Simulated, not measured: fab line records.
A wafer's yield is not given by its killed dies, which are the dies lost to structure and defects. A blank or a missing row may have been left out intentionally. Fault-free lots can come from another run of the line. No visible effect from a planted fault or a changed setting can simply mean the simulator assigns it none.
fab line records	flow n5-finfet
record lots=7	wafers=39
route steps=1938 shown WELL_APT@33 FIN_CUT@173 DUMMY_GATE@243 SD_EPI_P@308 HKMG_FIN@403
start-h: start of the lot's first displayed wafer, in hours after the record's first day	wait-h: hours from the lot's prior step to this one	" identical to the entry in the row above	L1.1+2: a row that stands for several wafers	- either no value or no given start	* or withheld: withheld	< > ~ a bound
route shown NAME@n: a module of which the file shows steps, and the number in the route of the first	usual: mean/standard deviation taken from wafers without a fault	same: alike in all rows	chamber/n: place in a boat	sites: the reading at each site	_std_site: their standard deviation	_edge_site: inner sites' mean taken away from outer sites' mean	radius-mm: how far each site lies from the wafer's centre	mask NAME#n: copy n	behind: the tool/chamber that last shaped the wafer	hold: what put the lot on hold/how long, in hours/how the hold closed	device: the n, p or np transistor that did not switch	end of line: the tests these same wafers got at the end of their route	for a step that has no rows: nothing shown but its recipe	killed: not the wafer's yield, but the dies lost to structure and defects at the first sort	map: a wafer's dies, marking killed ones x, the rest . and places with no die _
set.NAME: setting as actually run; set.NAME@STEP: the setting as run at that earlier step	model.NAME: the simulator's own value behind a step, which no gauge read
lots whose settings were changed on purpose; a table a step, a row a wafer
## steps
# step N5_WELL_APT_IMPLANT_15
# recipe species=As	energy-kev=25	dose-cm2=1.5e+13	tilt-deg=0	rotation-deg=0
lot.wafer	tool	chamber	start-h	wait-h	set.energy-kev	model.implant.rp-nm	model.implant.drp-nm
L074.1+2+4	implanter-01	0	14.49	0.1	25	18.35	8.457
L077.1+2+3	implanter-02	0	31.93	0.1	25	18.53	8.457
L077.4+5+6	"	0	"	"	21.67	16.68	7.648
L078.1+4+5	implanter-01	0	38.09	0.1	23.58	18.06	8.115
L078.2+3+6	"	0	"	"	25	18.86	8.457
L079.1+2+3+4+5+6	implanter-02	0	43.95	0.1	25	18.05	8.457
L089.1+2+3	implanter-02	0	104.17	0.1	26.87	19.67	8.903
L089.4+5+6	"	0	"	"	25	18.64	8.457
L091.1+2+6	implanter-02	0	116.07	0.1	25	18.4	8.457
L091.3+4+5	"	0	"	"	21.82	16.64	7.685
L093.1+2+5	implanter-02	0	128.43	0.1	25	18.95	8.457
L093.3+4+6	"	0	"	"	21.06	16.7	7.498
# step N5_FIN_CUT_CUT_ETCH_26
# recipe chemistry=CH3F/O2	target=SiNx	target-depth-a=390	mask-material=SOC	time-s=55.7	pressure-mtorr=30	source-w=395	bias-w=73	Ar_flow_sccm=150	CH3F_flow_sccm=30	O2_flow_sccm=20	ion-energy-ev=120
lot.wafer	tool	chamber	start-h	wait-h	set.target-depth-a	model.etch.depth-nm
L074.1	rie-diel-02	1	28.25	0.0	390	38.35
L074.2	"	3	"	"	390	39
L074.4	"	3	"	"	390	38.69
L077.1	rie-diel-05	0	46.28	0.0	390	39.01
L077.2	"	2	"	"	390	38.98
L077.3	"	3	"	"	357.4	34.53
L077.4	"	0	"	"	357.4	35.71
L077.5	"	2	"	"	390	38.84
L077.6	"	3	"	"	357.4	34.42
L078.1	rie-diel-05	3	51.90	0.0	429.2	40.99
L078.2	"	2	"	"	390	38.64
L078.3	"	1	"	"	429.2	43.03
L078.4	"	0	"	"	429.2	42.51
L078.5	"	0	"	"	390	38.61
L078.6	"	3	"	"	390	37.52
L079.1	rie-diel-02	1	57.63	0.0	408.1	40.2
L079.2	"	0	"	"	390	38.81
L079.3	"	3	"	"	390	38.2
L079.4	"	2	"	"	390	39.5
L079.5	"	2	"	"	408.1	41.18
L079.6	"	1	"	"	408.1	40.16
L089.1	rie-diel-05	0	119.10	0.0	390	38.52
L089.2	"	1	"	"	422.7	43.08
L089.3	"	3	"	"	422.7	40.52
L089.4	"	3	"	"	390	37.51
L089.5	"	0	"	"	422.7	41.66
L089.6	"	1	"	"	390	39.34
L091.1	rie-diel-04	2	130.42	0.0	390	38.2
L091.2	"	0	"	"	390	37.3
L091.3	"	1	"	"	390	39.34
L091.4	"	0	"	"	390	37.63
L091.5	"	1	"	"	390	39.48
L091.6	"	2	"	"	390	38.08
L093.1	rie-diel-02	2	142.16	0.0	390	39.08
L093.2	"	1	"	"	390	38.03
L093.3	"	3	"	"	390	37.84
L093.4	"	0	"	"	390	37.88
L093.5	"	0	"	"	390	37.74
L093.6	"	3	"	"	390	37.79
# step N5_DUMMY_GATE_ETCH_31
# recipe chemistry=C4F6/O2	target=SiO2	mask-material=SOC	target-depth-a=825	time-s=27.5	ion-energy-ev=250	pressure-mtorr=30	source-w=345	bias-w=185	Ar_flow_sccm=300	C4F6_flow_sccm=10	O2_flow_sccm=10
lot.wafer	tool	chamber	start-h	wait-h	set.target-depth-a	model.etch.depth-nm	model.SOC_of_DUMMY_GATE_COAT_34.thk-nm
L074.1	rie-diel-05	3	46.90	0.0	825	79.65	52.2
L074.2	"	2	"	"	825	83.14	51.8
L074.4	"	2	"	"	825	82.41	52
L077.1	rie-diel-02	2	66.12	0.0	825	82.87	51.8
L077.2	"	0	"	"	825	81.1	51.8
L077.3	"	3	"	"	825	80.64	52
L077.4	"	1	"	"	825	80.7	52
L077.5	"	3	"	"	825	81.74	52
L077.6	"	2	"	"	825	83.11	51.6
L078.1	rie-diel-02	3	71.22	0.1	825	80.94	52.2
L078.2	"	1	"	"	881.7	87.1	51.2
L078.3	"	0	"	"	825	80.68	51.8
L078.4	"	2	"	"	881.7	88.72	51.2
L078.5	"	0	"	"	881.7	86.51	51.4
L078.6	"	3	"	"	825	81.03	52.2
L079.1	rie-diel-05	1	78.58	0.0	825	82.54	51.8
L079.2	"	2	"	"	876.1	87.33	51.6
L079.3	"	3	"	"	876.1	83.89	51.8
L079.4	"	0	"	"	825	81.31	52
L079.5	"	3	"	"	825	79.13	52.2
L079.6	"	2	"	"	876.1	87.43	51.4
L089.1	rie-diel-04	1	142.01	0.0	927.6	93.21	50.6
L089.2	"	2	"	"	825	80.56	52
L089.3	"	0	"	"	927.6	89.35	50.8
L089.4	"	3	"	"	825	84.09	51.4
L089.5	"	2	"	"	927.6	90.89	51
L089.6	"	1	"	"	825	83.08	51.8
L091.1	rie-diel-02	3	150.00	0.2	737.9	70.89	53.2
L091.2	"	0	"	"	737.9	72.03	52.8
L091.3	"	2	"	"	825	82.41	51.8
L091.4	"	1	"	"	825	80.19	52
L091.5	"	3	"	"	737.9	70.87	53.2
L091.6	"	2	"	"	825	82.46	51.8
L093.1	rie-diel-05	2	162.63	0.0	793.6	78.9	52.2
L093.2	"	1	"	"	825	83.18	51.8
L093.3	"	0	"	"	825	81.63	52
L093.4	"	2	"	"	793.6	78.56	52.4
L093.5	"	0	"	"	793.6	78.36	52.2
L093.6	"	1	"	"	825	82.86	51.8
# step N5_SD_EPI_P_ETCH_37
# recipe chemistry=N2/H2	target=SOC	overetch-a=1080	mask-material=SiARC	temp-c=40	ion-energy-ev=100	source-w=3000	bias-w=133	pressure-mtorr=20	time-s=486	n2-flow-sccm=200	h2-flow-sccm=200	ends=end-point
# usual rf-vpp-V=240.7/1.3
lot.wafer	tool	chamber	start-h	wait-h	set.source-w	rf-vpp-V	model.SiARC_of_SD_EPI_P_COAT_35.thk-nm
L074.1	rie-diel-02	0	53.51	0.0	3000	239.3	20.4
L074.2	"	3	"	"	3000	240.3	20.2
L074.4	"	1	"	"	3000	241.0	20.4
L077.1	rie-diel-04	3	72.98	0.0	3000	239.2	19.4
L077.2	"	1	"	"	2781	249.0	20.6
L077.3	"	0	"	"	2781	248.5	21.4
L077.4	"	2	"	"	3000	240.5	20.2
L077.5	"	3	"	"	2781	247.2	20.4
L077.6	"	0	"	"	3000	241.1	20.6
L078.1	rie-diel-05	2	77.66	0.0	3000	239.7	19.6
L078.2	"	3	"	"	3237	232.2	19.8
L078.3	"	1	"	"	3237	235.7	19
L078.4	"	0	"	"	3237	233.7	19.4
L078.5	"	3	"	"	3000	239.7	20.6
L078.6	"	0	"	"	3000	240.7	20.2
L079.1	rie-diel-02	3	85.58	0.0	3000	238.5	20.4
L079.2	"	1	"	"	3000	241.4	20.4
L079.3	"	0	"	"	3000	238.0	20.6
L079.4	"	2	"	"	2555	254.2	21.6
L079.5	"	2	"	"	2555	256.5	21.4
L079.6	"	1	"	"	2555	254.7	22
L089.1	rie-diel-04	0	149.84	0.0	3000	241.0	20.4
L089.2	"	1	"	"	3475	229.8	18.2
L089.3	"	3	"	"	3000	238.2	19.4
L089.4	"	2	"	"	3475	228.7	18.2
L089.5	"	0	"	"	3475	229.5	18.6
L089.6	"	3	"	"	3000	239.3	19.4
L091.1	rie-diel-05	2	156.53	0.0	3000	240.6	20
L091.2	"	1	"	"	3000	242.0	19.8
L091.3	"	0	"	"	3000	241.5	20
L091.4	"	2	"	"	3000	242.9	19.8
L091.5	"	1	"	"	3000	243.3	19.8
L091.6	"	0	"	"	3000	240.3	20.2
L093.1	rie-diel-02	3	169.20	0.0	3427	229.4	18.4
L093.2	"	2	"	"	3000	241.4	19.8
L093.3	"	1	"	"	3000	240.2	20.4
L093.4	"	3	"	"	3000	240.7	20.2
L093.5	"	2	"	"	3427	230.8	18
L093.6	"	1	"	"	3427	230.2	18.6
# step N5_HKMG_FIN_ETCH_55
# recipe chemistry=N2/H2	target=SOC	target-depth-a=2400	temp-c=40	time-s=300	ion-energy-ev=200	mask-material=SiARC	pressure-mtorr=30	source-w=840	bias-w=150	n2-flow-sccm=200	h2-flow-sccm=200
# usual rf-vpp-V=523.0/2
lot.wafer	tool	chamber	start-h	wait-h	set.bias-w	rf-vpp-V	model.SiARC_of_HKMG_FIN_COAT_42.thk-nm
L074.1	rie-diel-06	1	70.93	0.0	150	523.8	20.4
L074.2	"	0	"	"	150	524.1	21.2
L074.4	"	3	"	"	150	523.3	21.6
L077.1	rie-diel-06	1	90.27	0.0	150	523.7	20.2
L077.2	"	0	"	"	176.7	578.4	17.8
L077.3	"	2	"	"	176.7	582.7	16.8
L077.4	"	3	"	"	150	522.8	21.4
L077.5	"	2	"	"	150	524.9	19.8
L077.6	"	1	"	"	176.7	582.0	17
L078.1	rie-diel-06	1	96.75	0.0	150	523.7	20.8
L078.2	"	3	"	"	132.4	482.7	23.6
L078.3	"	2	"	"	132.4	486.3	22.4
L078.4	"	0	"	"	150	521.5	21.2
L078.5	"	3	"	"	150	523.8	21.6
L078.6	"	2	"	"	132.4	485.4	22.4
L079.1	rie-diel-03	2	103.32	0.0	150	521.5	21.8
L079.2	"	3	"	"	175.4	581.0	19.2
L079.3	"	0	"	"	175.4	574.6	18.4
L079.4	"	1	"	"	150	528.3	21.4
L079.5	"	2	"	"	175.4	574.4	19
L079.6	"	1	"	"	150	524.2	21.2
L089.1	rie-diel-03	3	168.24	0.0	150	524.5	21.8
L089.2	"	0	"	"	150	519.4	20.8
L089.3	"	1	"	"	150	526.8	20.6
L089.4	"	1	"	"	150	525.1	20.6
L089.5	"	0	"	"	150	522.0	21
L089.6	"	3	"	"	150	525.4	21.6
L091.1	rie-diel-01	2	177.22	0.0	135.5	489.0	23.4
L091.2	"	0	"	"	150	523.0	20.6
L091.3	"	3	"	"	150	522.8	21
L091.4	"	3	"	"	150	520.2	21.2
L091.5	"	0	"	"	135.5	489.5	22.4
L091.6	"	2	"	"	135.5	489.3	23.6
L093.1	rie-diel-01	1	189.25	0.0	150	523.3	21.6
L093.2	"	0	"	"	150	523.1	20.6
L093.3	"	3	"	"	174.8	577.1	18.4
L093.4	"	2	"	"	174.8	575.1	19.4
L093.5	"	3	"	"	174.8	575.2	18.4
L093.6	"	0	"	"	150	521.9	20.6
# step N5_HKMG_FIN_ETCH_35
# recipe chemistry=N2/H2	target=SOC	target-depth-a=2158	ion-energy-ev=65	bias-w=5	source-w=3000	time-s=243.4	pressure-mtorr=30	n2-flow-sccm=200	h2-flow-sccm=200
lot.wafer	tool	chamber	start-h	wait-h	set.time-s	model.etch.depth-nm	model.SOC_of_HKMG_FIN_COAT_29.thk-nm	model.HKMG_FIN.feature-depth-nm
L074.1	rie-diel-03	3	74.74	0.0	243.4	216.1	83.8	216
L074.2	"	0	"	"	243.4	216.4	84.4	216.4
L074.4	"	2	"	"	243.4	208.3	93	208.4
L077.1	rie-diel-01	0	93.88	0.0	243.4	221.7	78.8	221.8
L077.2	"	3	"	"	189.9	170.5	129.4	170.4
L077.3	"	1	"	"	243.4	209.9	91.4	209.8
L077.4	"	3	"	"	189.9	171	129.4	171
L077.5	"	1	"	"	189.9	165.1	135.2	165.2
L077.6	"	0	"	"	243.4	224	76.2	224
L078.1	rie-diel-01	1	101.01	0.0	265.3	226.7	74.6	226.6
L078.2	"	0	"	"	243.4	222.1	79.6	222.2
L078.3	"	2	"	"	265.3	227.9	72.6	228
L078.4	"	3	"	"	243.4	220	80	220
L078.5	"	0	"	"	243.4	221.9	80	222
L078.6	"	3	"	"	265.3	238.5	62	238.4
L079.1	rie-diel-03	2	106.99	0.0	202.5	171.4	129.4	171.4
L079.2	"	3	"	"	243.4	215.5	85.6	215.6
L079.3	"	0	"	"	243.4	214.5	86.6	214.4
L079.4	"	0	"	"	202.5	178.3	123.6	178.4
L079.5	"	2	"	"	202.5	172.4	129.2	172.4
L079.6	"	3	"	"	243.4	214.3	86.6	214.2
L089.1	rie-diel-06	3	172.08	0.0	243.4	209.5	90.6	209.6
L089.2	"	1	"	"	279.7	256.1	45	256
L089.3	"	0	"	"	279.7	248.6	51.8	248.6
L089.4	"	2	"	"	243.4	222.6	77.4	222.6
L089.5	"	0	"	"	279.7	247.8	52.4	247.8
L089.6	"	1	"	"	243.4	221.7	79	221.6
L091.1	rie-diel-06	1	180.86	0.0	243.4	223.7	75.4	223.6
L091.2	"	3	"	"	243.4	209.8	89.6	209.8
L091.3	"	2	"	"	243.4	225.1	75.4	225
L091.4	"	0	"	"	290.6	259.5	40.8	259.4
L091.5	"	1	"	"	290.6	265.2	35.2	265.2
L091.6	"	2	"	"	290.6	267.8	31.4	267.8
L093.1	rie-diel-06	2	192.80	0.0	243.4	222.3	79	222.2
L093.2	"	0	"	"	243.4	217.4	84.2	217.4
L093.3	"	1	"	"	243.4	222	79.4	222
L093.4	"	3	"	"	243.4	206.1	94.6	206.2
L093.5	"	2	"	"	243.4	223.2	78.6	223.2
L093.6	"	1	"	"	243.4	222.3	78.4	222.4
## key
split step=N5_WELL_APT_IMPLANT_15	setting=energy-kev	stated=25	by=wafer
response step=N5_WELL_APT_IMPLANT_15	reading=model.implant.rp-nm	change=+0.141	per=1%	r=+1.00
response step=N5_WELL_APT_IMPLANT_15	reading=model.implant.drp-nm	change=+0.0607	per=1%	r=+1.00
split step=N5_FIN_CUT_CUT_ETCH_26	setting=target-depth-a	stated=390	by=wafer
response step=N5_FIN_CUT_CUT_ETCH_26	reading=model.etch.depth-nm	change=+0.414	per=1%	r=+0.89
split step=N5_DUMMY_GATE_ETCH_31	setting=target-depth-a	stated=825	by=wafer
response step=N5_DUMMY_GATE_ETCH_31	reading=model.etch.depth-nm	change=+0.844	per=1%	r=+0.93
response step=N5_DUMMY_GATE_ETCH_31	reading=model.SOC_of_DUMMY_GATE_COAT_34.thk-nm	change=-0.0922	per=1%	r=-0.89
split step=N5_SD_EPI_P_ETCH_37	setting=source-w	stated=3000	by=wafer
response step=N5_SD_EPI_P_ETCH_37	reading=rf-vpp-V	change=-0.829	per=1%	r=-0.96
response step=N5_SD_EPI_P_ETCH_37	reading=model.SiARC_of_SD_EPI_P_COAT_35.thk-nm	change=-0.0973	per=1%	r=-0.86
split step=N5_HKMG_FIN_ETCH_55	setting=bias-w	stated=150	by=wafer
response step=N5_HKMG_FIN_ETCH_55	reading=rf-vpp-V	change=+3.2	per=1%	r=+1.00
response step=N5_HKMG_FIN_ETCH_55	reading=model.SiARC_of_HKMG_FIN_COAT_42.thk-nm	change=-0.161	per=1%	r=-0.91
split step=N5_HKMG_FIN_ETCH_35	setting=time-s	stated=243.4	by=wafer
response step=N5_HKMG_FIN_ETCH_35	reading=model.etch.depth-nm	change=+2.23	per=1%	r=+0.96
response step=N5_HKMG_FIN_ETCH_35	reading=model.SOC_of_HKMG_FIN_COAT_29.thk-nm	change=-2.22	per=1%	r=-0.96
response step=N5_HKMG_FIN_ETCH_35	reading=model.HKMG_FIN.feature-depth-nm	change=+2.23	per=1%	r=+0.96
